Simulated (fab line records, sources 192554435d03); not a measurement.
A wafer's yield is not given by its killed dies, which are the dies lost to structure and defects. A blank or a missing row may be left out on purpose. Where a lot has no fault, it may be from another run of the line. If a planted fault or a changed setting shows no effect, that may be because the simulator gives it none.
Struck lot and sound lot, side by side || flow n5 finfet || 40 steps out of a route of 1938
Sound: the wafers L948.1, L948.4, L948.6. Struck: wafer L953.3 (L953.2, L953.6, from the same lot, were not struck and are left out); the cause is given at the end.
Each step with rows lists, per side, the tool, then ch with its chambers, then its first start. Under that, the readings that differ: sound wafers || struck wafers || difference of the means || sigmas: that difference in standard deviations of wafers without a fault.
alike: readings with means less than 2 such deviations apart, plus words and numbers identical on both sides. not compared: withheld readings, readings lacking a value on some wafer, bounds such as >300 that could conceal the same value, and numbers that have no deviation in the record and whose values overlap.
A row with sigmas, a row that says differs or no value, or rows on one side alone: a step with any of these is where the two part. When numbers do not overlap yet have no deviation, they are printed without sigmas and do not part them. Lack of a reading on every wafer of one side parts them only where that side has two or more wafers.

first, 9 steps without rows for these wafers: N5_BEOL_M0_SAQP_DEVELOP_13 (develop time 30 s); N5_BEOL_M0_SAQP_DESCUM_19 (chemistry O2, time 7.9 s); N5_BEOL_M0_SAQP_ETCH_83 (etches SiARC in CF4, target depth 39 nm, time 65 s); N5_BEOL_M0_SAQP_ETCH_84 (etches SOC in N2/H2, target depth 100 nm, overetch 20 nm, time 150 s); N5_BEOL_M0_SAQP_STRIP_80 (strips in N2/H2); N5_BEOL_M0_SAQP_HM_OPEN_112 (chemistry CHF3/O2, target SiO2, stops on a-Si, target depth 12 nm, time 13.5 s); N5_BEOL_M0_SAQP_STRIP_113 (strips in CHF3/O2); N5_BEOL_M0_SAQP_MANDREL_ETCH_20 (etches a-Si in HBr/Cl2, stops on SiNx, target depth 60 nm, bt time 10 s, time 30 s); N5_BEOL_M0_SAQP_STRIP_86 (strips in N2/H2).
N5_BEOL_M0_SAQP_STRIP_115: strips in post etch residue remover, time 60 s.
  sound on wet bench-02 ch 2,3,4, day 5 15:03; struck on wet bench-02 ch 5,6,7, day 6 13:34
then, 26 steps without rows for these wafers: N5_BEOL_M0_SAQP_SRD_93 (time 30 s); N5_BEOL_M0_SAQP_RECESS_114 (chemistry HF/NH3, target SiO2, target depth 14.4 nm, afs cycles 3, sublimation time 60 s); N5_BEOL_M0_SAQP_SPACER1_ALD_98 (deposits SiO2, target thk 12.8 nm, pulse time 1 s, purge time 2 s); N5_BEOL_M0_SAQP_SPACER1_ETCHBACK_99 (etches SiO2 in CHF3/O2, target depth 15.4 nm, time 7.7 s); N5_BEOL_M0_SAQP_MANDREL1_REMOVE_100 (chemistry HBr/Cl2/O2, target a-Si, stops on SiNx, bt time 10 s); N5_BEOL_M0_SAQP_ETCH_101 (etches SiNx in CH3F/O2, target depth 29.9 nm, time 42.7 s); N5_BEOL_M0_SAQP_ETCH_102 (etches SiO2 in CF4, target depth 4 nm, time 4.4 s); N5_BEOL_M0_SAQP_MANDREL_ETCH_103 (etches a-Si in HBr/Cl2, stops on SiCN, target depth 45 nm, bt time 10 s, time 27 s); N5_BEOL_M0_SAQP_RECESS_104 (chemistry HF/NH3, target SiO2, target depth 18 nm, afs cycles 3, sublimation time 60 s); N5_BEOL_M0_SAQP_COAT_105 (time 60 s, resist thk 100 nm); N5_BEOL_M0_SAQP_ETCH_106 (etches SOC in N2/H2, stops on SiNx, target depth 150 nm); N5_BEOL_M0_SAQP_ETCH_107 (etches SiNx in CH3F/O2, target depth 30 nm); N5_BEOL_M0_SAQP_STRIP_108 (strips in N2/H2); N5_BEOL_M0_SAQP_RECESS_109 (chemistry HF/NH3, target SiO2, target depth 3 nm, afs cycles 1, sublimation time 60 s); N5_BEOL_M0_SAQP_SPACER2_ALD_26 (deposits SiO2, target thk 15 nm, pulse time 1 s, purge time 2 s); N5_BEOL_M0_SAQP_SPACER2_ETCHBACK_27 (etches SiO2 in CHF3/O2, target depth 22.5 nm, time 11.25 s); N5_BEOL_M0_SAQP_MANDREL2_REMOVE_110 (chemistry HBr/Cl2/O2, target a-Si, stops on SiCN, bt time 10 s); N5_BEOL_M0_SAQP_COAT_69 (time 60 s, resist thk 90 nm); N5_BEOL_M0_SAQP_COAT_72 (time 60 s, resist thk 15 nm); N5_BEOL_M0_SAQP_COAT_87 (time 60 s, resist thk 5 nm); N5_BEOL_M0_SAQP_COAT_34 (resist thk 30 nm); N5_BEOL_M0_SAQP_EBR_36; N5_BEOL_M0_SAQP_SOFTBAKE_35 (time 60 s); N5_BEOL_M0_SAQP_EXPOSE_37 (exposes mask M0 CUT1, target cd 30 nm); N5_BEOL_M0_SAQP_PEB_38 (peb time 60 s); N5_BEOL_M0_SAQP_DEVELOP_39 (develop time 30 s).
N5_BEOL_M0_SAQP_INSPECT_42: inspects for defects (brightfield).
  struck on defect inspect-02, day 6 18:03; sound on defect inspect-02, day 5 19:39
{"reading": "raw defect count", "sound": "309 359 344", "struck": 598, "difference": "+261", "sigmas": "+4"}
N5_BEOL_M0_CUTY_INSPECT_59: inspects for defects (macro).
  struck on defect inspect-02, day 6 19:29; sound on defect inspect-02, day 5 22:13
{"reading": "raw defect count", "sound": "3 4 0", "struck": ">300", "difference": "differs", "sigmas": ""}
-- the record jumps here: 3 days lie between the struck wafers' starts before and after (it left off in module BEOL_M0_CUTY and takes up again in module BEOL_M4, whose first step shown is number 1111 of the route) --
N5_BEOL_M4_RC_MEAS_101:
  sound on prober-01 ch 0, day 8 07:57; struck on prober-02 ch 0, day 9 10:05
{"reading": "DIBL_N (mV/V)", "sound": "37.0 34.0 37.7", "struck": 40.5, "difference": "+4.3", "sigmas": "+3"}
{"reading": "IOFF_N (nA/um)", "sound": "0.18 0.13 0.21", "struck": 0.26, "difference": "+0.09", "sigmas": "+2"}
{"reading": "IOFF_P (nA/um)", "sound": "0.22 0.18 0.24", "struck": 0.29, "difference": "+0.08", "sigmas": "+2"}
{"reading": "SS_P (mV/dec)", "sound": "73.3 73.2 73.8", "struck": 74.8, "difference": "+1.4", "sigmas": "+2"}
  alike: DIBL_P, ION_N, ION_P, SS_N, VT_N, VT_P
-- record jumps: 4 days separate the struck wafers' starts on either side; left off in module BEOL_M4, taken up again in module PASSIVATION, whose first shown step is the route's number 1936 --
N5_PASSIVATION_PROBE_49:
  the record has rows for the struck wafers here (prober-02, day 13 21:58) and none for the sound ones

== WHERE THEY PART ==
At N5_BEOL_M0_SAQP_INSPECT_42 first; at N5_PASSIVATION_PROBE_49 last (within this record only).

WHY: the cause the simulator had injected
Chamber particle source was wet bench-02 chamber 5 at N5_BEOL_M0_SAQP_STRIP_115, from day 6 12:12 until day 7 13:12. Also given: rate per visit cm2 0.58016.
